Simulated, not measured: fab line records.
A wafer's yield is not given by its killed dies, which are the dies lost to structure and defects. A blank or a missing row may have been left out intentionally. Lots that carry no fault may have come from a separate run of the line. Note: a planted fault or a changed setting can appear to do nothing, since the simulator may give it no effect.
Which tool did it? + flow n5_finfet + Sampling: 9 lots, 27 wafers, 5 of 1938 route steps

== WHAT THE GAUGES SHOWED, per wafer ==
N5_DUMMY_GATE_CD_MEAS_15: the cd target is 25.8 nm. Usual: cd_nm at 25.02 nm, with a standard deviation of 0.22.
| lot  | measured    | on        | cd_nm (nm)        | flag |
|------|-------------|-----------|-------------------|------|
| L857 | day 2 23:41 | cd_sem-03 | 24.93 25.11 25.09 |      |
| L861 | day 3 21:47 | cd_sem-03 | 25.03 24.86 25.13 |      |
| L865 | day 5 00:38 | cd_sem-01 | 25.41 24.93 24.97 |      |
| L868 | day 5 23:52 | cd_sem-01 | 24.92 25.04 25.36 |      |
| L871 | day 6 11:26 | cd_sem-01 | 25.06 25.19 24.71 |      |
| L873 | day 6 21:11 | cd_sem-03 | 24.81 25.14 25.28 |      |
| L876 | day 7 14:59 | cd_sem-02 | 25.11 25.00 25.10 |      |
| L877 | day 7 23:15 | cd_sem-03 | 24.79 25.19 24.96 |      |
| L879 | day 8 08:56 | cd_sem-03 | 24.64 25.07 24.69 |      |

N5_BEOL_M4_RC_MEAS_101. Usual: DIBL_N 35.9 mV/V, standard deviation 1.3; DIBL_P 35.9 mV/V, standard deviation 1.5; IOFF_N 0.152 nA/um, standard deviation 0.023; IOFF_P 0.204 nA/um, standard deviation 0.027; ION_N 673 uA/um, standard deviation 9.2; ION_P 462 uA/um, standard deviation 6.7; SS_N 71.4 mV/dec, standard deviation 0.48; SS_P 73.2 mV/dec, standard deviation 0.55; VT_N 250.3 mV, standard deviation 2.6; VT_P -250.6 mV, standard deviation 3.
| lot  | measured     | on        | DIBL_N (mV/V)  | DIBL_P (mV/V)  | IOFF_N (nA/um)    | IOFF_P (nA/um)    | ION_N (uA/um) | ION_P (uA/um) | SS_N (mV/dec)  | SS_P (mV/dec)  | VT_N (mV)         | VT_P (mV)            | flag |
|------|--------------|-----------|----------------|----------------|-------------------|-------------------|---------------|---------------|----------------|----------------|-------------------|----------------------|------|
| L857 | day 8 12:53  | prober-02 | 35.2 37.0 37.2 | 35.1 38.1 37.3 | 0.120 0.155 0.149 | 0.163 0.207 0.193 | 662 671 659   | 455 468 450   | 70.9 71.2 71.6 | 72.3 72.6 73.2 | 255.4 251.9 250.1 | -253.8 -251.8 -251.3 |      |
| L861 | day 9 21:12  | prober-01 | 36.6 35.3 37.3 | 36.6 34.7 38.1 | 0.135 0.122 0.162 | 0.175 0.159 0.214 | 670 676 685   | 456 453 469   | 71.2 70.6 71.8 | 72.8 72.6 73.6 | 253.0 253.1 251.9 | -253.4 -254.0 -250.3 |      |
| L865 | day 10 22:23 | prober-01 | 36.2 37.4 36.8 | 35.5 37.4 36.7 | 0.162 0.183 0.175 | 0.209 0.233 0.224 | 687 680 690   | 467 468 469   | 71.6 71.8 70.5 | 73.1 74.2 73.0 | 246.1 245.8 247.4 | -248.9 -249.6 -248.3 |      |
| L868 | day 12 02:16 | prober-01 | 35.2 32.5 35.8 | 36.2 33.7 36.4 | 0.158 0.120 0.160 | 0.216 0.180 0.222 | 679 670 671   | 469 462 462   | 71.9 70.6 71.1 | 72.9 72.4 73.5 | 250.1 252.9 251.2 | -248.2 -250.1 -248.6 |      |
| L871 | day 12 07:56 | prober-01 | 33.9 34.1 33.2 | 35.3 36.2 34.6 | 0.152 0.156 0.136 | 0.208 0.231 0.201 | 688 682 681   | 474 474 471   | 71.3 71.0 70.4 | 72.8 73.3 72.7 | 248.7 250.0 250.0 | -248.8 -245.6 -249.4 |      |
| L873 | day 12 12:38 | prober-02 | 33.7 37.4 35.2 | 32.6 37.8 34.0 | 0.112 0.179 0.140 | 0.168 0.235 0.181 | 658 677 664   | 463 469 458   | 71.3 71.4 71.7 | 72.2 74.2 72.9 | 254.1 249.8 250.1 | -251.2 -248.6 -250.5 |      |
| L876 | day 13 17:34 | prober-01 | 36.5 35.8 36.4 | 36.4 35.8 36.3 | 0.174 0.162 0.172 | 0.228 0.218 0.228 | 688 681 677   | 471 469 468   | 71.9 72.0 71.1 | 72.9 72.9 72.5 | 246.3 248.6 245.5 | -248.1 -249.2 -247.2 |      |
| L877 | day 13 17:28 | prober-02 | 36.1 36.2 35.4 | 36.0 36.6 35.8 | 0.162 0.164 0.149 | 0.183 0.187 0.176 | 675 668 669   | 454 455 452   | 71.9 72.0 71.4 | 73.0 73.8 73.1 | 250.0 248.5 250.2 | -253.1 -255.2 -256.0 |      |
| L879 | day 14 19:56 | prober-01 | 41.0 37.6 38.4 | 40.4 35.8 36.5 | 0.248 0.157 0.177 | 0.306 0.216 0.238 | 686 667 669   | 469 459 455   | 72.2 72.2 71.4 | 74.8 73.7 74.4 | 245.1 251.9 249.1 | -245.4 -252.3 -249.1 |      |

== WHICH TOOL RAN EACH LOT (tool, then ch and the chambers of the sampled wafers, then the start) ==
| lot  | N5_STI_FIN_REVEAL_STRIP_24        | N5_DUMMY_GATE_COAT_35            | N5_DUMMY_GATE_ETCH_37             |
|------|-----------------------------------|----------------------------------|-----------------------------------|
| L857 | rie_diel-05 ch 0,1,2, day 2 12:07 | litho_track-02 ch 0, day 2 23:25 | rie_diel-03 ch 0,1,3, day 2 23:58 |
| L861 | rie_diel-04 ch 2,3, day 3 10:17   | litho_track-01 ch 0, day 3 21:31 | rie_diel-01 ch 0,3, day 3 22:03   |
| L865 | rie_diel-04 ch 0,3, day 4 10:13   | litho_track-03 ch 0, day 5 00:23 | rie_diel-03 ch 0,2, day 5 00:55   |
| L868 | rie_diel-04 ch 0,1,3, day 5 12:04 | litho_track-03 ch 0, day 5 23:28 | rie_diel-01 ch 0,1,2, day 6 00:08 |
| L871 | rie_diel-04 ch 0,2,3, day 5 21:35 | litho_track-03 ch 0, day 6 11:02 | rie_diel-03 ch 2,3, day 6 11:42   |
| L873 | rie_diel-04 ch 0,1,2, day 6 09:29 | litho_track-03 ch 0, day 6 20:49 | rie_diel-06 ch 1,3, day 6 21:28   |
| L876 | rie_diel-02 ch 0,1, day 7 03:17   | litho_track-01 ch 0, day 7 14:36 | rie_diel-03 ch 1,3, day 7 15:16   |
| L877 | rie_diel-02 ch 1,2,3, day 7 10:52 | litho_track-01 ch 0, day 7 22:59 | rie_diel-06 ch 0,1,3, day 7 23:32 |
| L879 | rie_diel-05 ch 0,1,3, day 7 21:20 | litho_track-01 ch 0, day 8 08:33 | rie_diel-06 ch 0,1,3, day 8 09:19 |
- N5_STI_FIN_REVEAL_STRIP_24: strips in N2/H2, time 90 s.
- N5_DUMMY_GATE_COAT_35: time 60 s, resist thk 10 nm.
- N5_DUMMY_GATE_ETCH_37: etches SOC in N2/H2, target depth 60 nm, overetch 30 nm.

== AS READ BY THE TOOLS THEMSELVES (means over the sampled wafers that have a number; for cases with no such wafer, the mark the record gives instead) ==
N5_STI_FIN_REVEAL_STRIP_24. Usual: drypump_motor_current_A 5.9 A, standard deviation 0.36; oes_product_au 0.80 a.u., standard deviation 0.087; rf_vpp_V 45.4 V, standard deviation 0.88; showerhead_plenum_p_Torr 3.40 Torr, standard deviation 0.15; throttle_valve_pct 12.16 %, standard deviation 0.22.
| lot  | tool        | drypump_motor_current_A (A) | oes_product_au (a.u.) | rf_vpp_V (V) | showerhead_plenum_p_Torr (Torr) | throttle_valve_pct (%) | flag |
|------|-------------|-----------------------------|-----------------------|--------------|---------------------------------|------------------------|------|
| L857 | rie_diel-05 | 5.6                         | 0.77                  | 45.0         | 3.30                            | 12.24                  |      |
| L861 | rie_diel-04 | 6.0                         | 0.83                  | 45.7         | 3.35                            | 12.14                  |      |
| L865 | rie_diel-04 | 6.3                         | 0.89                  | 45.2         | 3.51                            | 11.94                  |      |
| L868 | rie_diel-04 | 6.2                         | 0.81                  | 45.7         | 3.39                            | 12.05                  |      |
| L871 | rie_diel-04 | 6.2                         | 0.86                  | 45.5         | 3.41                            | 12.08                  |      |
| L873 | rie_diel-04 | 6.2                         | 0.85                  | 44.9         | 3.36                            | 12.07                  |      |
| L876 | rie_diel-02 | 5.4                         | 0.86                  | 46.6         | 3.57                            | 11.90                  |      |
| L877 | rie_diel-02 | 5.9                         | 0.74                  | 45.3         | 3.46                            | 12.26                  |      |
| L879 | rie_diel-05 | 5.8                         | 0.74                  | 46.1         | 3.37                            | 12.32                  |      |

N5_DUMMY_GATE_COAT_35. Usual: chill_plate_temp_C 23.02 C, standard deviation 0.11; dispense_pressure_kPa 53.4 kPa, standard deviation 2.4; spin_speed_rpm 1499.8 rpm, standard deviation 0.95.
| lot  | tool           | chill_plate_temp_C (C) | dispense_pressure_kPa (kPa) | spin_speed_rpm (rpm) | flag |
|------|----------------|------------------------|-----------------------------|----------------------|------|
| L857 | litho_track-02 | 22.97                  | 49.0                        | 1499.7               |      |
| L861 | litho_track-01 | 22.97                  | 53.6                        | 1500.3               |      |
| L865 | litho_track-03 | 23.03                  | 56.0                        | 1500.0               |      |
| L868 | litho_track-03 | 23.00                  | 56.0                        | 1499.5               |      |
| L871 | litho_track-03 | 22.99                  | 56.0                        | 1438.9               | OFF  |
| L873 | litho_track-03 | 23.10                  | 56.0                        | 1440.0               | OFF  |
| L876 | litho_track-01 | 23.02                  | 53.7                        | 1499.0               |      |
| L877 | litho_track-01 | 23.05                  | 53.6                        | 1499.7               |      |
| L879 | litho_track-01 | 23.16                  | 53.6                        | 1499.3               |      |

N5_DUMMY_GATE_ETCH_37. Usual: drypump_motor_current_A 5.54 A, standard deviation 0.29; oes_product_au 0.62 a.u., standard deviation 0.051; rf_vpp_V 523.7 V, standard deviation 2.6; showerhead_plenum_p_Torr 2.53 Torr, standard deviation 0.091; throttle_valve_pct 17.77 %, standard deviation 0.28.
| lot  | tool        | drypump_motor_current_A (A) | oes_product_au (a.u.) | rf_vpp_V (V) | showerhead_plenum_p_Torr (Torr) | throttle_valve_pct (%) | flag |
|------|-------------|-----------------------------|-----------------------|--------------|---------------------------------|------------------------|------|
| L857 | rie_diel-03 | 5.50                        | 0.61                  | 521.8        | 2.47                            | 17.67                  |      |
| L861 | rie_diel-01 | 5.28                        | 0.67                  | 523.6        | 2.55                            | 17.76                  |      |
| L865 | rie_diel-03 | 5.41                        | 0.60                  | 524.2        | 2.54                            | 18.02                  |      |
| L868 | rie_diel-01 | 5.45                        | 0.61                  | 524.9        | 2.58                            | 17.92                  |      |
| L871 | rie_diel-03 | 5.56                        | 0.58                  | 523.7        | 2.53                            | 18.18                  |      |
| L873 | rie_diel-06 | 5.37                        | 0.62                  | 523.1        | 2.48                            | 17.79                  |      |
| L876 | rie_diel-03 | 5.38                        | 0.60                  | 520.7        | 2.40                            | 17.66                  |      |
| L877 | rie_diel-06 | 5.51                        | 0.66                  | 522.9        | 2.53                            | 17.65                  |      |
| L879 | rie_diel-06 | 5.50                        | 0.66                  | 523.5        | 2.53                            | 17.65                  |      |

== THE ANSWER, worked out from the rows above alone ==
Rule: lot off if the mean of its wafers having a number is beyond 3 standard deviations from the usual mean. A lot without any number at a reading at which 4 lots or more have one is off too. Where the step has rows for the other lots, those lots are counted as sound. After the gauges, taken in route order, come the tools' own readings; for these a lot's mean is taken, as printed above. At the first step where some lot is off, the reading lying furthest off is the one used; lots without a number count as furthest.
Off, at N5_DUMMY_GATE_COAT_35 on spin_speed_rpm: L871, L873.
If a tool, at that step or one of the process steps before it, ran each lot that is off and ran no sound lot following the first of them, it fits. This does not decide it: 2 tools fit, namely rie_diel-04 at N5_STI_FIN_REVEAL_STRIP_24 and litho_track-03 at N5_DUMMY_GATE_COAT_35.

== WHAT THE SIMULATOR HAD PUT IN ==
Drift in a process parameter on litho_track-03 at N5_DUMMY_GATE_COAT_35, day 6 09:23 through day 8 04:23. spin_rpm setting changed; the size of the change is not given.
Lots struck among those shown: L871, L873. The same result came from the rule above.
